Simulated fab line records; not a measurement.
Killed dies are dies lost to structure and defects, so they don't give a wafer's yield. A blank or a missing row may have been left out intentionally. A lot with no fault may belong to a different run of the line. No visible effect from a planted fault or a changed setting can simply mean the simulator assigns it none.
fab line records	flow nandHarc
record: lots: 24	wafers: 72	lastDay: 33
route steps=1302 shown A_CHANNEL_HOLE_D1@483 A_CHANNEL_FILL_D1@509 A_ONON_D2@559 A_CHANNEL_HOLE_D2@590 A_CHANNEL_FILL_D2@614
lots with no fault: from the same line, run without faults
startH: hours from the record's opening day to when the first of the lot's shown wafers began	waitH: hours since the lot's step before	" same as the row above	L1.1+2: a row that stands for several wafers	- no value present, or no start provided	* or withheld: withheld	< > ~ a bound
route shown NAME@n: names a module that has steps shown in the file, with the first one's number in the route	usual: mean and standard deviation over wafers with no fault	same: alike in all rows	chamber/n: place in a boat	sites: the reading at each site	_std_site: the standard deviation of these	_edge_site: outer sites' mean less inner sites'	radiusMm: for every site, how far away it sits from the centre of the wafer	mask NAME#n: copy n	behind: the last tool/chamber to shape the wafer	hold: why the lot was held/for how many hours/how that ended	device: which transistor (n, p or np) failed to switch	end of line: tests of these same wafers at the route's end	a step with no rows: only its recipe	killed: dies lost to structure and defects at the first sort, not the wafer's yield	map: shows each die of a wafer: x if killed, . if not, _ if none is there
set.NAME: the setting that was run; set.NAME@STEP: the one run at that earlier step	model.NAME: the simulator's own value behind a step, which no gauge read
a sample of lots followed through the steps of the route, with each step as a table and each wafer as a row
services: from which hour (startH, from the record's first day; less than 0 if before it) a tool's chamber was out of use, for how many hours, and why
== steps ==
step: NHARC_A_CHANNEL_HOLE_D1_ETCH_44
recipe: targetDepthA: 1400	overetchA: 140	timeS: 77	ionEnergyEv: 100	cf4FlowSccm: 80	o2FlowSccm: 20	arFlowSccm: 0	rfW: 300	biasW: 100	chemistry: CF4/O2
usual: drypumpMotorCurrentA: 5.65/0.29	oes_o_777_au: 1.000/0.0045	oesProductAu: 1.001/0.0096	rfVppV: 198.7/1.1	showerheadPlenumPTorr: 1.38/0.044	throttleValvePct: 13.397/0.009
lot.wafer	tool	chamber	startH	waitH	drypumpMotorCurrentA	oes_o_777_au	oesProductAu	rfHoursCounterH	rfVppV	showerheadPlenumPTorr	throttleValvePct
L074.3	rieDiel-09	2	190.79	0.1	6.32	0.995	1.014	13	199.6	1.40	13.381
L074.1	"	0	"	"	6.23	1.000	1.003	16	200.4	1.44	13.387
L074.6	"	2	"	"	6.35	1.003	1.018	-	199.5	1.40	13.383
L075.4	rieDiel-11	2	193.78	0.0	5.31	0.994	1.006	7	198.7	1.35	13.392
L075.1	"	1	"	"	5.55	1.002	1.010	8	199.8	1.43	13.397
L075.5	"	2	"	"	5.33	1.008	1.014	-	198.5	1.35	13.415
L076.4	rieDiel-09	3	206.80	0.1	5.00	1.000	1.013	18	197.2	1.29	13.394
L076.1	"	1	"	"	5.51	1.001	1.013	19	200.0	1.36	13.402
L076.5	"	3	"	"	4.96	1.000	1.010	-	194.4	1.29	13.405
L077.4	rieDiel-11	3	211.92	0.1	5.80	0.996	0.989	9	199.7	1.43	13.404
L077.3	"	0	"	"	5.67	1.001	0.994	9	198.1	1.34	13.391
L077.6	"	0	"	"	5.67	1.007	1.008	-	197.4	1.34	13.394
L078.2	rieDiel-11	3	219.01	0.1	5.80	1.000	0.980	9	198.6	1.43	13.383
L078.3	"	0	"	"	5.65	1.002	1.000	9	198.5	1.34	13.398
L078.5	"	1	"	"	5.56	1.003	1.004	-	199.2	1.43	13.391
L079.3	rieDiel-09	3	233.73	0.1	4.96	0.995	1.014	28	199.6	1.29	13.398
L079.1	"	0	"	"	6.18	1.004	1.001	32	199.3	1.44	13.394
L079.6	"	3	"	"	4.95	1.001	1.008	-	198.4	1.29	13.401
L080.1	rieDiel-11	1	245.99	0.1	5.57	0.995	1.012	13	200.4	1.43	13.403
L080.4	"	2	"	"	5.33	1.005	1.011	-	196.3	1.35	13.396
L080.6	"	1	"	"	5.57	1.001	1.019	-	200.3	1.43	13.400
L081.4	rieDiel-13	2	261.98	0.5	5.79	1.005	1.000	24	198.0	1.30	13.410
L081.2	"	1	"	"	5.92	1.006	0.997	25	198.9	1.38	13.386
L081.6	"	2	"	"	5.80	1.000	1.005	-	197.8	1.30	13.395
L082.4	rieDiel-11	2	271.07	0.1	5.32	0.997	0.989	0	197.0	1.35	13.412
L082.3	"	0	"	"	5.66	1.004	0.996	0	197.7	1.34	13.395
L082.6	"	2	"	"	5.32	1.003	0.998	-	197.2	1.35	13.394
L083.1	rieDiel-11	2	287.24	0.1	5.34	1.004	1.006	2	197.3	1.35	13.395
L083.3	"	0	"	"	5.67	1.007	0.994	2	198.5	1.34	13.405
L083.5	"	1	"	"	5.54	0.993	0.994	-	197.7	1.43	13.377
L084.2	rieDiel-13	1	289.08	0.1	5.94	1.004	1.011	36	196.8	1.38	13.398
L084.4	"	0	"	"	5.82	1.006	1.001	-	198.5	1.39	13.390
L084.5	"	1	"	"	5.92	0.995	1.002	-	198.3	1.38	13.408
L086.3	rieDiel-11	1	300.54	0.1	5.56	1.002	0.992	3	201.2	1.43	13.399
L086.2	"	2	"	"	5.33	1.000	1.008	3	197.9	1.35	13.402
L086.6	"	2	"	"	5.35	1.001	0.983	-	198.0	1.35	13.404
L085.2	rieDiel-11	2	301.82	0.0	5.31	0.999	0.996	3	197.4	1.35	13.393
L085.1	"	3	"	"	5.80	1.004	1.006	2	199.8	1.43	13.391
L085.3	"	1	"	"	5.54	1.012	1.001	3	200.3	1.43	13.403
L089.1	rieDiel-11	3	331.47	0.1	5.79	1.001	0.995	6	199.9	1.43	13.387
L089.4	"	1	"	"	5.56	0.995	1.007	6	198.8	1.43	13.411
L089.6	"	2	"	"	5.34	1.005	1.009	-	200.1	1.35	13.394
L087.4	rieDiel-11	3	332.18	0.1	5.80	0.999	1.001	6	199.0	1.43	13.404
L087.3	"	0	"	"	5.67	1.004	0.994	6	198.0	1.34	13.387
L087.6	"	3	"	"	5.79	0.999	0.995	-	199.7	1.43	13.402
L088.4	rieDiel-11	1	335.62	0.0	5.56	0.991	0.997	6	198.2	1.43	13.413
L088.1	"	2	"	"	5.34	0.998	1.010	6	199.6	1.35	13.398
L088.5	"	2	"	"	5.32	1.003	1.001	-	198.0	1.35	13.425
L091.3	rieDiel-09	0	352.02	0.0	6.18	1.011	0.996	8	199.5	1.43	13.401
L091.2	"	3	"	"	4.99	0.999	1.016	12	195.7	1.28	13.404
L091.6	"	1	"	"	5.50	0.995	1.000	-	198.9	1.36	13.377
L090.1	rieDiel-11	3	359.08	0.1	5.82	1.002	0.985	7	200.2	1.43	13.399
L090.6	"	1	"	"	5.56	0.993	0.995	-	199.3	1.43	13.389
L090.5	"	2	"	"	5.32	0.999	1.001	-	198.6	1.35	13.386
L092.4	rieDiel-11	1	366.24	0.1	5.56	1.002	0.998	11	199.0	1.43	13.389
L092.6	"	0	"	"	5.67	1.002	0.986	-	197.6	1.34	13.401
L092.5	"	1	"	"	5.54	0.993	1.003	-	200.1	1.43	13.404
L093.3	rieDiel-13	2	369.94	0.1	5.80	1.001	0.998	8	198.3	1.29	13.400
L093.4	"	0	"	"	5.86	1.004	0.997	-	199.7	1.38	13.394
L093.6	"	3	"	"	5.93	1.000	1.006	-	196.8	1.35	13.403
L094.2	rieDiel-11	2	387.77	0.1	5.36	1.004	1.007	12	199.3	1.35	13.391
L094.1	"	3	"	"	5.79	1.002	0.981	10	199.5	1.43	13.400
L094.4	"	0	"	"	5.66	0.997	0.995	-	197.3	1.34	13.391
L095.3	rieDiel-11	3	399.89	0.1	5.80	0.996	0.992	11	200.0	1.42	13.395
L095.2	"	0	"	"	5.67	1.004	0.995	13	197.0	1.34	13.390
L095.6	"	3	"	"	5.81	0.996	0.985	-	198.5	1.42	13.409
L096.4	rieDiel-11	3	408.24	0.1	5.81	0.998	0.988	12	200.4	1.42	13.388
L096.2	"	0	"	"	5.66	1.002	0.996	15	197.9	1.34	13.399
L096.5	"	2	"	"	5.38	0.994	1.014	-	199.6	1.35	13.400
L097.4	rieDiel-11	3	408.65	0.4	5.78	0.998	0.999	12	198.9	1.42	13.392
L097.2	"	2	"	"	5.31	0.997	1.026	15	197.2	1.35	13.391
L097.5	"	0	"	"	5.68	0.998	1.004	-	198.2	1.34	13.411
step: NHARC_A_CHANNEL_FILL_D1_STRIP_29
recipe: timeS: 20	o2FlowSccm: 500	arFlowSccm: 0	biasW: 0	chemistry: O2
usual: drypumpMotorCurrentA: 5.7/0.47	oesProductAu: 0.997/0.011	rfVppV: 57.4/0.8	showerheadPlenumPTorr: 3.37/0.079	throttleValvePct: 17.037/0.0097
lot.wafer	tool	chamber	startH	waitH	drypumpMotorCurrentA	oesProductAu	rfHoursCounterH	rfVppV	showerheadPlenumPTorr	throttleValvePct
L074.1	rieDiel-03	2	-	-	5.7	1.000	4.3	57.5	3.33	17.036
L074.3	"	0	"	"	5.2	1.007	3.8	58.1	3.39	17.027
L074.6	"	2	"	"	5.7	1.013	-	57.5	3.33	17.040
L075.4	rieDiel-04	0	-	-	5.3	0.992	2.5	57.9	3.29	17.050
L075.1	"	1	"	"	6.6	1.025	2.1	56.4	3.29	17.040
L075.5	"	3	"	"	5.5	0.994	-	57.4	3.53	17.040
L076.4	rieDiel-01	3	-	-	6.0	1.011	1.4	58.1	3.34	17.042
L076.1	"	0	"	"	6.0	0.978	1.4	57.9	3.48	17.022
L076.5	"	1	"	"	6.0	0.982	-	58.4	3.32	17.016
L077.4	rieDiel-04	3	-	-	5.6	0.995	2.7	57.9	3.53	17.030
L077.3	"	0	"	"	5.3	0.995	3.0	57.3	3.29	17.024
L077.6	"	3	"	"	5.5	0.998	-	57.5	3.53	17.046
L078.2	rieDiel-03	0	-	-	5.2	1.002	6.2	57.6	3.39	17.037
L078.3	"	3	"	"	6.6	0.995	6.6	57.7	3.49	17.035
L078.5	"	0	"	"	5.2	1.011	-	57.8	3.39	17.036
L079.1	rieDiel-03	1	-	-	4.8	0.999	6.7	56.9	3.39	17.031
L079.3	"	0	"	"	5.2	1.014	6.3	58.0	3.39	17.029
L079.6	"	2	"	"	5.7	1.005	-	57.4	3.33	17.031
L080.1	rieDiel-03	2	-	-	5.7	1.005	0.1	55.9	3.33	17.027
L080.4	"	3	"	"	6.6	1.013	0.0	57.5	3.49	17.052
L080.6	"	1	"	"	4.8	0.987	-	57.7	3.39	17.043
L081.4	rieDiel-01	0	-	-	6.0	0.995	3.8	57.5	3.48	17.026
L081.2	"	1	"	"	5.9	0.997	4.1	58.9	3.32	17.025
L081.6	"	2	"	"	5.7	1.001	-	56.9	3.32	17.028
L082.4	rieDiel-01	1	-	-	5.9	1.003	4.6	56.0	3.32	17.022
L082.3	"	2	"	"	5.7	1.005	4.7	57.7	3.32	17.044
L082.6	"	3	"	"	6.0	1.013	-	58.7	3.34	17.032
L084.4	rieDiel-04	2	-	-	5.8	0.996	8.0	56.4	3.33	17.043
L084.2	"	3	"	"	5.6	1.006	7.4	58.1	3.53	17.043
L084.5	"	3	"	"	5.6	1.012	-	57.3	3.53	17.041
L083.1	rieDiel-01	0	-	-	6.0	0.974	4.9	58.0	3.47	17.033
L083.3	"	2	"	"	5.7	1.002	5.1	57.9	3.32	17.024
L083.5	"	3	"	"	6.0	1.007	-	56.5	3.34	17.029
L085.1	rieDiel-03	3	-	-	6.6	1.021	3.7	56.8	3.48	17.035
L085.3	"	0	"	"	5.2	1.008	4.6	56.8	3.38	17.039
L085.2	"	2	"	"	5.7	1.018	3.1	58.6	3.33	17.037
L086.3	rieDiel-01	1	-	-	6.0	0.990	6.4	56.1	3.32	17.047
L086.2	"	2	"	"	5.7	1.014	6.2	58.3	3.32	17.034
L086.6	"	1	"	"	5.9	0.994	-	59.0	3.32	17.046
L089.1	rieDiel-03	0	-	-	5.2	0.992	5.9	57.0	3.38	17.025
L089.4	"	1	"	"	4.8	0.995	5.7	58.9	3.38	17.044
L089.6	"	0	"	"	5.2	1.006	-	57.8	3.38	17.023
L087.3	rieDiel-04	0	-	-	5.3	0.990	0.4	57.2	3.29	17.045
L087.4	"	1	"	"	6.6	0.996	0.4	57.6	3.29	17.035
L087.6	"	0	"	"	5.4	0.968	-	56.2	3.29	17.045
L088.1	rieDiel-04	2	-	-	5.8	0.994	0.3	56.8	3.33	17.039
L088.4	"	0	"	"	5.3	0.982	0.5	58.6	3.29	17.009
L088.5	"	2	"	"	5.8	0.995	-	57.0	3.33	17.047
L091.3	rieDiel-01	3	-	-	6.0	0.994	0.1	57.5	3.33	17.042
L091.2	"	0	"	"	6.0	0.992	0.1	57.4	3.47	17.047
L091.6	"	1	"	"	5.9	1.003	-	58.6	3.32	17.026
L090.1	rieDiel-04	0	-	-	5.3	0.991	1.4	57.1	3.29	17.043
L090.6	"	2	"	"	5.8	0.991	-	57.7	3.33	17.049
L090.5	"	3	"	"	5.5	0.981	-	57.7	3.53	17.039
L093.3	rieDiel-01	3	-	-	6.0	1.003	0.5	57.7	3.33	17.036
L093.4	"	1	"	"	5.9	0.997	0.7	56.6	3.32	17.032
L093.6	"	0	"	"	5.9	0.989	-	57.2	3.47	17.049
L092.4	rieDiel-04	0	-	-	5.3	0.986	2.3	55.4	3.29	17.031
L092.5	"	3	"	"	5.5	1.000	-	56.9	3.53	17.035
L092.6	"	0	"	"	5.3	0.996	-	57.2	3.29	17.042
L094.1	rieDiel-01	1	-	-	5.9	0.985	2.1	57.0	3.32	17.041
L094.4	"	2	"	"	5.6	0.997	1.8	58.7	3.32	17.034
L094.2	"	3	"	"	6.0	1.003	1.6	56.3	3.33	17.047
L095.2	rieDiel-01	3	-	-	6.0	0.993	2.4	55.7	3.33	17.039
L095.3	"	0	"	"	6.0	0.988	2.7	55.9	3.47	17.051
L095.6	"	2	"	"	5.7	0.981	-	56.3	3.32	17.049
L097.4	rieDiel-04	1	-	-	6.6	1.011	6.4	57.4	3.29	17.038
L097.2	"	2	"	"	5.8	0.994	5.9	57.1	3.33	17.044
L097.5	"	1	"	"	6.5	1.005	-	58.2	3.29	17.032
L096.4	rieDiel-03	3	-	-	6.6	0.995	8.2	59.0	3.48	17.052
L096.2	"	0	"	"	5.2	1.010	9.5	57.6	3.38	17.028
L096.5	"	2	"	"	5.7	1.001	-	58.1	3.32	17.025
step: NHARC_A_ONON_D2_THK_MEAS_21
recipe: thkMeasGauge: ellipsometry
usual: thkNm: 1005/13
lot.wafer	tool	chamber	startH	waitH	thkNm
L075.1	filmMetro-01	-	285.19	-	1019
L075.4	"	-	"	"	1023
L075.5	"	-	"	"	1021
L074.1	filmMetro-02	-	285.19	-	1006
L074.3	"	-	"	"	1005
L074.6	"	-	"	"	1008
L076.1	filmMetro-02	-	299.27	-	996
L076.4	"	-	"	"	995
L076.5	"	-	"	"	996
L077.3	filmMetro-01	-	306.86	-	1000
L077.4	"	-	"	"	999
L077.6	"	-	"	"	999
L078.2	filmMetro-02	-	315.64	-	1013
L078.3	"	-	"	"	1013
L078.5	"	-	"	"	1012
L079.1	filmMetro-01	-	335.61	-	994
L079.3	"	-	"	"	994
L079.6	"	-	"	"	994
L080.1	filmMetro-02	-	350.55	-	1010
L080.4	"	-	"	"	1008
L080.6	"	-	"	"	1011
L081.2	filmMetro-01	-	359.94	-	1018
L081.4	"	-	"	"	1017
L081.6	"	-	"	"	1020
L082.3	filmMetro-02	-	370.83	-	1016
L082.4	"	-	"	"	1015
L082.6	"	-	"	"	1018
L084.2	filmMetro-02	-	388.37	-	1009
L084.4	"	-	"	"	1009
L084.5	"	-	"	"	1006
L083.1	filmMetro-02	-	388.40	-	1011
L083.3	"	-	"	"	1012
L083.5	"	-	"	"	1010
L085.1	filmMetro-02	-	399.65	-	1002
L085.2	"	-	"	"	1002
L085.3	"	-	"	"	1003
L086.2	filmMetro-01	-	399.68	-	996
L086.3	"	-	"	"	996
L086.6	"	-	"	"	995
L089.1	filmMetro-01	-	430.45	-	980
L089.4	"	-	"	"	980
L089.6	"	-	"	"	982
L087.3	filmMetro-02	-	430.46	-	982
L087.4	"	-	"	"	984
L087.6	"	-	"	"	982
L088.1	filmMetro-01	-	440.16	-	1000
L088.4	"	-	"	"	1000
L088.5	"	-	"	"	1002
L091.2	filmMetro-02	-	451.70	-	1012
L091.3	"	-	"	"	1012
L091.6	"	-	"	"	1011
L090.1	filmMetro-01	-	458.21	-	1004
L090.5	"	-	"	"	1004
L090.6	"	-	"	"	1005
L093.3	filmMetro-02	-	464.32	-	1023
L093.4	"	-	"	"	1019
L093.6	"	-	"	"	1020
L092.4	filmMetro-01	-	464.32	-	1008
L092.5	"	-	"	"	1010
L092.6	"	-	"	"	1008
L094.1	filmMetro-02	-	488.93	-	1025
L094.2	"	-	"	"	1025
L094.4	"	-	"	"	1025
L095.2	filmMetro-01	-	498.08	-	1000
L095.3	"	-	"	"	1000
L095.6	"	-	"	"	999
L096.2	filmMetro-01	-	504.77	-	1025
L096.4	"	-	"	"	1027
L096.5	"	-	"	"	1026
L097.2	filmMetro-01	-	504.78	-	979
L097.4	"	-	"	"	979
L097.5	"	-	"	"	979
step: NHARC_A_CHANNEL_HOLE_D2_CD_MEAS_18
usual: cdNm: 99.6/2.5
lot.wafer	tool	chamber	startH	waitH	cdNm
L074.1	cdSem-03	-	291.54	-	97.5
L074.3	"	-	"	"	102.5
L074.6	"	-	"	"	100.3
L075.1	cdSem-01	-	292.83	-	98.9
L075.4	"	-	"	"	102.5
L075.5	"	-	"	"	100.8
L076.1	cdSem-02	-	307.57	-	99.7
L076.4	"	-	"	"	94.3
L076.5	"	-	"	"	102.1
L077.3	cdSem-02	-	315.69	-	98.4
L077.4	"	-	"	"	94.0
L077.6	"	-	"	"	99.4
L078.2	cdSem-01	-	321.78	-	101.8
L078.3	"	-	"	"	99.2
L078.5	"	-	"	"	97.0
L079.1	cdSem-02	-	341.75	-	102.1
L079.3	"	-	"	"	102.3
L079.6	"	-	"	"	99.2
L080.1	cdSem-01	-	357.06	-	98.5
L080.4	"	-	"	"	99.6
L080.6	"	-	"	"	98.1
L081.2	cdSem-01	-	366.19	-	96.7
L081.4	"	-	"	"	101.3
L081.6	"	-	"	"	98.4
L082.3	cdSem-03	-	384.71	-	100.8
L082.4	"	-	"	"	97.9
L082.6	"	-	"	"	102.0
L084.2	cdSem-02	-	399.24	-	94.2
L084.4	"	-	"	"	94.9
L084.5	"	-	"	"	94.6
L083.1	cdSem-03	-	399.38	-	101.1
L083.3	"	-	"	"	100.4
L083.5	"	-	"	"	96.9
L085.1	cdSem-01	-	406.73	-	98.4
L085.2	"	-	"	"	99.5
L085.3	"	-	"	"	101.1
L086.2	cdSem-03	-	407.76	-	100.0
L086.3	"	-	"	"	103.5
L086.6	"	-	"	"	102.7
L089.1	cdSem-03	-	438.96	-	99.7
L089.4	"	-	"	"	99.3
L089.6	"	-	"	"	98.2
L087.3	cdSem-01	-	439.14	-	102.2
L087.4	"	-	"	"	104.4
L087.6	"	-	"	"	101.5
L088.1	cdSem-02	-	446.44	-	101.3
L088.4	"	-	"	"	96.6
L088.5	"	-	"	"	101.3
L091.2	cdSem-01	-	457.85	-	95.0
L091.3	"	-	"	"	97.5
L091.6	"	-	"	"	96.6
L090.1	cdSem-03	-	464.35	-	98.5
L090.5	"	-	"	"	98.9
L090.6	"	-	"	"	100.6
L093.3	cdSem-01	-	472.41	-	98.2
L093.4	"	-	"	"	97.5
L093.6	"	-	"	"	99.2
L092.4	cdSem-01	-	472.93	-	96.8
L092.5	"	-	"	"	98.9
L092.6	"	-	"	"	104.1
L094.1	cdSem-01	-	498.02	-	102.5
L094.2	"	-	"	"	98.7
L094.4	"	-	"	"	98.9
L095.2	cdSem-03	-	504.33	-	98.1
L095.3	"	-	"	"	98.6
L095.6	"	-	"	"	99.4
L097.2	cdSem-01	-	510.88	-	103.6
L097.4	"	-	"	"	104.7
L097.5	"	-	"	"	101.0
L096.2	cdSem-02	-	511.04	-	104.1
L096.4	"	-	"	"	100.6
L096.5	"	-	"	"	100.9
step: NHARC_A_CHANNEL_HOLE_D2_STRIP_28
recipe: o2FlowSccm: 500	arFlowSccm: 0	biasW: 0	chemistry: O2
usual: drypumpMotorCurrentA: 5.8/0.38	oesProductAu: 1.001/0.01	rfVppV: 58.1/0.88	showerheadPlenumPTorr: 3.62/0.12	throttleValvePct: 17.037/0.0088
lot.wafer	tool	chamber	startH	waitH	drypumpMotorCurrentA	oesProductAu	rfHoursCounterH	rfVppV	showerheadPlenumPTorr	throttleValvePct
L074.1	rieDiel-10	1	-	-	5.9	1.003	3.3	59.5	3.72	17.039
L074.3	"	3	"	"	5.2	1.003	2.9	57.5	3.59	17.032
L074.6	"	1	"	"	5.9	0.997	-	59.2	3.72	17.028
L075.1	rieDiel-10	2	-	-	6.2	0.993	3.7	57.3	3.50	17.031
L075.4	"	1	"	"	5.9	1.006	3.5	57.2	3.72	17.017
L075.5	"	2	"	"	6.2	0.984	-	58.3	3.50	17.034
L076.1	rieDiel-10	0	-	-	5.6	1.012	3.8	57.3	3.74	17.039
L076.4	"	3	"	"	5.1	1.011	3.8	58.8	3.59	17.030
L076.5	"	0	"	"	5.5	1.024	-	58.3	3.74	17.031
L077.4	rieDiel-10	2	-	-	6.2	0.999	5.0	58.8	3.50	17.035
L077.3	"	0	"	"	5.5	0.996	4.4	57.9	3.74	17.045
L077.6	"	3	"	"	5.2	1.006	-	57.5	3.59	17.022
L078.2	rieDiel-05	2	-	-	6.1	1.005	3.7	58.4	3.72	17.023
L078.3	"	0	"	"	5.5	1.006	2.7	56.9	3.44	17.045
L078.5	"	2	"	"	6.1	1.006	-	58.9	3.72	17.041
L079.3	rieDiel-10	2	-	-	6.2	1.013	6.4	57.9	3.50	17.038
L079.1	"	0	"	"	5.6	1.004	5.5	58.0	3.74	17.042
L079.6	"	2	"	"	6.2	1.009	-	59.1	3.50	17.041
L080.4	rieDiel-07	3	-	-	5.2	0.999	3.2	58.5	3.76	17.036
L080.1	"	2	"	"	5.8	1.006	2.9	57.9	3.62	17.044
L080.6	"	3	"	"	5.2	0.992	-	58.2	3.76	17.039
L081.4	rieDiel-10	2	-	-	6.2	1.007	7.8	58.8	3.50	17.042
L081.2	"	0	"	"	5.6	1.000	6.1	58.7	3.74	17.020
L081.6	"	1	"	"	5.9	1.006	-	57.3	3.72	17.033
L082.4	rieDiel-07	0	-	-	5.8	0.993	4.5	59.3	3.67	17.022
L082.3	"	2	"	"	5.9	1.005	4.1	58.1	3.62	17.033
L082.6	"	1	"	"	6.2	1.003	-	58.8	3.71	17.057
L084.4	rieDiel-05	2	-	-	6.1	0.999	8.4	58.2	3.72	17.025
L084.2	"	0	"	"	5.5	1.003	5.3	57.6	3.44	17.038
L084.5	"	2	"	"	6.1	0.993	-	59.4	3.71	17.037
L083.3	rieDiel-07	2	-	-	5.9	0.994	4.7	57.7	3.62	17.052
L083.1	"	0	"	"	5.8	1.003	5.5	57.8	3.67	17.047
L083.5	"	2	"	"	5.9	1.004	-	57.8	3.62	17.048
L085.3	rieDiel-10	2	-	-	6.3	1.020	9.0	58.0	3.50	17.033
L085.2	"	3	"	"	5.2	1.020	9.6	60.4	3.58	17.039
L085.1	"	0	"	"	5.6	1.006	8.9	57.4	3.74	17.035
L086.2	rieDiel-07	2	-	-	5.9	1.009	5.0	57.7	3.62	17.041
L086.3	"	3	"	"	5.2	1.002	6.0	58.0	3.76	17.030
L086.6	"	1	"	"	6.2	0.994	-	58.0	3.71	17.037
L089.4	rieDiel-10	2	-	-	6.2	1.012	0.9	58.8	3.50	17.043
L089.1	"	3	"	"	5.2	0.995	0.7	57.7	3.58	17.041
L089.6	"	2	"	"	6.2	1.007	-	59.0	3.50	17.038
L087.4	rieDiel-05	2	-	-	6.2	0.996	0.8	59.4	3.71	17.033
L087.3	"	0	"	"	5.5	1.013	0.7	59.1	3.44	17.044
L087.6	"	2	"	"	6.1	0.993	-	57.1	3.71	17.043
L088.4	rieDiel-07	0	-	-	5.8	0.997	9.5	58.8	3.66	17.044
L088.1	"	1	"	"	6.2	1.002	8.8	59.4	3.71	17.046
L088.5	"	0	"	"	5.8	1.001	-	57.1	3.66	17.041
L091.3	rieDiel-10	1	-	-	5.9	1.000	1.6	57.4	3.71	17.059
L091.2	"	2	"	"	6.2	0.997	1.6	58.1	3.50	17.050
L091.6	"	0	"	"	5.6	0.990	-	58.3	3.74	17.050
L090.1	rieDiel-10	0	-	-	5.6	0.979	1.9	57.4	3.74	17.038
L090.6	"	0	"	"	5.6	0.996	-	59.0	3.74	17.033
L090.5	"	1	"	"	5.9	0.998	-	58.0	3.71	17.034
L093.3	rieDiel-10	1	-	-	5.9	1.003	2.5	57.4	3.71	17.033
L093.4	"	3	"	"	5.2	0.997	2.8	57.0	3.58	17.029
L093.6	"	0	"	"	5.5	0.989	-	58.8	3.74	17.049
L092.6	rieDiel-10	3	-	-	5.2	1.004	-	56.7	3.58	17.045
L092.4	"	0	"	"	5.6	0.990	-	57.9	3.74	17.043
L092.5	"	2	"	"	6.2	1.004	-	57.8	3.50	17.043
L094.4	rieDiel-10	3	-	-	5.2	0.990	4.7	59.1	3.58	17.015
L094.1	"	0	"	"	5.6	0.991	4.4	59.1	3.74	17.026
L094.2	"	2	"	"	6.2	1.004	4.4	56.9	3.49	17.031
L095.2	rieDiel-10	3	-	-	5.2	0.979	5.0	56.6	3.58	17.040
L095.3	"	0	"	"	5.6	0.995	4.6	58.6	3.74	17.017
L095.6	"	2	"	"	6.2	1.011	-	57.9	3.49	17.032
L097.4	rieDiel-05	3	-	-	6.1	1.004	5.0	55.3	3.37	17.027
L097.2	"	1	"	"	6.3	1.027	4.2	58.3	3.50	17.045
L097.5	"	0	"	"	5.6	1.014	-	59.7	3.44	17.042
L096.2	rieDiel-05	3	-	-	6.1	1.004	5.1	57.5	3.37	17.044
L096.4	"	0	"	"	5.5	1.001	4.4	58.1	3.44	17.026
L096.5	"	3	"	"	6.2	1.001	-	56.9	3.37	17.032
step: NHARC_A_CHANNEL_FILL_D2_ALD_14
recipe: targetThkA: 25	pulseTimeS: 10	aldCycles: 25	tempC: 300	material: SiO2
usual: heaterPowerW: 464/36	precursorPulseHeightRel: 0.999/0.02
lot.wafer	tool	chamber	startH	waitH	heaterPowerW	precursorPulseHeightRel
L074.3	aldHk-02	0	305.74	0.1	442	1.006
L074.1	"	2	"	"	403	0.988
L074.6	"	3	"	"	466	1.001
L075.4	aldHk-02	0	306.00	0.3	441	1.024
L075.1	"	1	"	"	440	1.015
L075.5	"	3	"	"	459	0.989
L076.4	aldHk-04	0	325.80	1.0	466	0.982
L076.1	"	2	"	"	477	0.994
L076.5	"	0	"	"	458	0.968
L077.3	aldHk-02	2	329.48	0.9	416	1.009
L077.4	"	1	"	"	453	1.020
L077.6	"	2	"	"	403	0.997
L078.2	aldHk-02	0	334.78	0.1	448	1.015
L078.3	"	2	"	"	410	1.003
L078.5	"	0	"	"	455	0.987
L079.3	aldHk-04	3	362.47	3.5	536	1.038
L079.1	"	0	"	"	472	1.003
L079.6	"	2	"	"	471	1.022
L080.1	aldHk-04	1	371.48	0.1	452	0.966
L080.4	"	3	"	"	539	0.975
L080.6	"	0	"	"	477	1.001
L081.2	aldHk-02	3	379.25	0.1	453	0.998
L081.4	"	0	"	"	452	0.976
L081.6	"	1	"	"	451	1.000
L082.3	aldHk-04	0	400.20	0.1	471	1.002
L082.4	"	3	"	"	548	1.009
L082.6	"	0	"	"	465	0.996
L084.2	aldHk-03	1	412.30	0.0	491	1.010
L084.4	"	2	"	"	470	1.010
L084.5	"	1	"	"	473	0.991
L083.1	aldHk-03	2	412.52	0.3	464	1.023
L083.3	"	1	"	"	473	0.986
L083.5	"	3	"	"	468	0.989
L086.2	aldHk-02	1	420.61	0.1	450	0.990
L086.3	"	2	"	"	389	1.009
L086.6	"	1	"	"	447	0.991
L085.1	aldHk-04	1	420.65	0.1	448	0.969
L085.3	"	2	"	"	474	1.012
L085.2	"	3	"	"	539	1.025
L089.4	aldHk-02	2	453.21	1.0	401	1.002
L089.1	"	3	"	"	457	1.008
L089.6	"	2	"	"	403	0.990
L087.4	aldHk-03	2	453.24	1.1	467	1.015
L087.3	"	0	"	"	461	0.973
L087.6	"	2	"	"	457	0.995
L088.1	aldHk-02	2	460.44	0.0	401	1.008
L088.4	"	3	"	"	454	0.978
L088.5	"	2	"	"	408	1.021
L091.2	aldHk-03	2	470.83	0.0	463	1.020
L091.3	"	0	"	"	462	1.021
L091.6	"	2	"	"	477	0.991
L090.1	aldHk-04	3	477.37	0.1	600	1.033
L090.6	"	2	"	"	464	0.988
L090.5	"	3	"	"	570	1.004
L093.4	aldHk-04	0	485.86	0.0	481	0.982
L093.3	"	2	"	"	468	1.031
L093.6	"	0	"	"	466	1.013
L092.4	aldHk-04	0	492.07	0.2	491	1.022
L092.5	"	1	"	"	434	1.001
L092.6	"	2	"	"	473	0.980
L094.1	aldHk-03	0	512.67	0.0	464	1.021
L094.2	"	2	"	"	479	0.972
L094.4	"	3	"	"	459	0.997
L095.3	aldHk-03	1	517.34	0.0	481	0.995
L095.2	"	2	"	"	466	1.065
L095.6	"	1	"	"	478	0.989
L097.4	aldHk-03	3	525.68	0.1	473	1.009
L097.2	"	0	"	"	462	1.019
L097.5	"	1	"	"	477	0.987
L096.4	aldHk-04	0	529.30	0.0	481	1.030
L096.2	"	1	"	"	452	0.964
L096.5	"	1	"	"	453	1.027
== services ==
tool	chamber	startH	hours	kind
rieDiel-10	2	174.34	12.1	repair
rieDiel-10	0	175.00	5.7	repair
rieDiel-11	0	181.97	2.7	repair
rieDiel-10	1	198.88	9.6	repair
rieDiel-01	-	203.90	9.0	pm
rieDiel-11	1	204.07	6.1	repair
rieDiel-11	3	225.47	24.4	repair
rieDiel-10	2	227.84	9.2	repair
rieDiel-10	-	242.50	9.0	pm
rieDiel-11	-	255.50	9.0	pm
rieDiel-10	3	256.22	2.5	repair
aldHk-04	-	260.91	10.0	pm
rieDiel-01	-	280.73	0.5	repair
rieDiel-10	3	336.83	2.0	repair
rieDiel-11	3	340.13	7.4	repair
rieDiel-01	3	344.68	1.6	repair
rieDiel-10	0	351.60	6.4	repair
rieDiel-11	1	382.09	11.8	repair
rieDiel-10	2	392.79	14.8	repair
rieDiel-11	0	414.90	7.7	repair
rieDiel-10	-	419.50	9.0	pm
rieDiel-11	-	432.50	9.0	pm
rieDiel-10	2	451.44	5.6	repair
rieDiel-10	1	479.96	6.6	repair
== key ==
fault none
